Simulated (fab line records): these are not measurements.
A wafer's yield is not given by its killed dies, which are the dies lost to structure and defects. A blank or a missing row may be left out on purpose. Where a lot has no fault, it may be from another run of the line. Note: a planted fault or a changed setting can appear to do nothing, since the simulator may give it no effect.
A struck lot beside a sound one ; flow nand harc ; 15 steps out of a route of 1159
Sound: these wafers, L777.3, L777.4, L777.5. Struck: wafer L781.2 (L781.1, L781.5, from the same lot, were not struck and are left out); the cause is given at the end.
Order at every step that has rows: each side's tool, ch and its chambers, its first start. Under that, the readings that differ: sound wafers ; struck wafers ; difference of the means ; sigmas: that difference in standard deviations of wafers without a fault.
alike: readings with means less than 2 such deviations apart, plus words and numbers identical on both sides. not compared: withheld readings, readings lacking a value on some wafer, bounds such as >300 that could conceal the same value, and numbers that have no deviation in the record and whose values overlap.
The two part at a step that has a row with sigmas, a row that says differs or no value, or rows on one side only. Numbers that have no deviation but don't overlap get no sigmas and don't part them. A reading missing from all wafers of one side parts the sides only when that side holds two or more wafers.

first, 8 steps without rows for these wafers: NHARC_A_M0_HMDS_02 (time 30 s); NHARC_A_M0_COAT_33 (time 65 s); NHARC_A_M0_COAT_03 (resist thk 90 nm); NHARC_A_M0_SOFTBAKE_04 (time 55 s); NHARC_A_M0_EBR_05; NHARC_A_M0_EXPOSE_06 (exposes mask A M0, target cd 80 nm); NHARC_A_M0_PEB_07 (peb time 65 s); NHARC_A_M0_DEVELOP_08 (develop time 35 s).
NHARC_A_M0_CD_MEAS_09: the cd target is 80 nm.
  sound on cd sem-03 ch 0, day 19 16:23; struck on cd sem-02 ch 0, day 21 02:52
  alike: cd nm
NHARC_A_M0_OVL_MEAS_10: pitch 160 nm.
  sound on overlay-02 at day 19 16:29; struck on overlay-02 at day 21 02:57
reading;sound;struck;difference;sigmas
overlay x nm (nm);0.4 0.5 0.6;-1.9;-2.4;-3
overlay y nm (nm);1.5 1.9 1.9;-0.3;-2.1;-2
NHARC_A_M0_INSPECT_11:
  sound on defect inspect-01 at day 19 16:31; struck on defect inspect-01 at day 21 02:59
  alike: raw defect count
NHARC_A_M0_DESCUM_14: chemistry O2, time 3 s.
  sound on rie diel-06 ch 0,2,3, day 19 16:35; struck on rie diel-06 ch 3, day 21 03:04
  alike: drypump motor current A, oes product au, rf vpp V, showerhead plenum p Torr, throttle valve pct
  not compared: rf hours counter h
NHARC_A_M0_ETCH_34: etches the open film in N2/H2, target depth 40 nm, overetch 12 nm, time 43.94 s.
  sound on rie diel-06 ch 0,1,3, day 19 16:40; struck on rie diel-06 ch 2, day 21 03:08
reading;sound;struck;difference;sigmas
oes product au (a.u.);0.998 1.006 1.008;0.879;-0.125;-11
  alike: drypump motor current A, rf vpp V, showerhead plenum p Torr, throttle valve pct
  not compared: rf hours counter h
NHARC_A_M0_ETCH_15: etches the open film in C4F8/Ar, target depth 150 nm, overetch 15 nm, time 82.5 s.
  sound: rie diel-06 ch 1,2; struck: rie diel-06 ch 3
  alike: oes product au, rf vpp V
  not compared: rf hours counter h
NHARC_END_SORT_01:
  only the struck wafers appear in the record here, on prober-02 ch 0 at day 22 21:17; the sound ones have no rows

== WHERE THEY PART ==
First at NHARC_A_M0_OVL_MEAS_10; last, within this record, at NHARC_END_SORT_01.

WHY: the cause the simulator had injected
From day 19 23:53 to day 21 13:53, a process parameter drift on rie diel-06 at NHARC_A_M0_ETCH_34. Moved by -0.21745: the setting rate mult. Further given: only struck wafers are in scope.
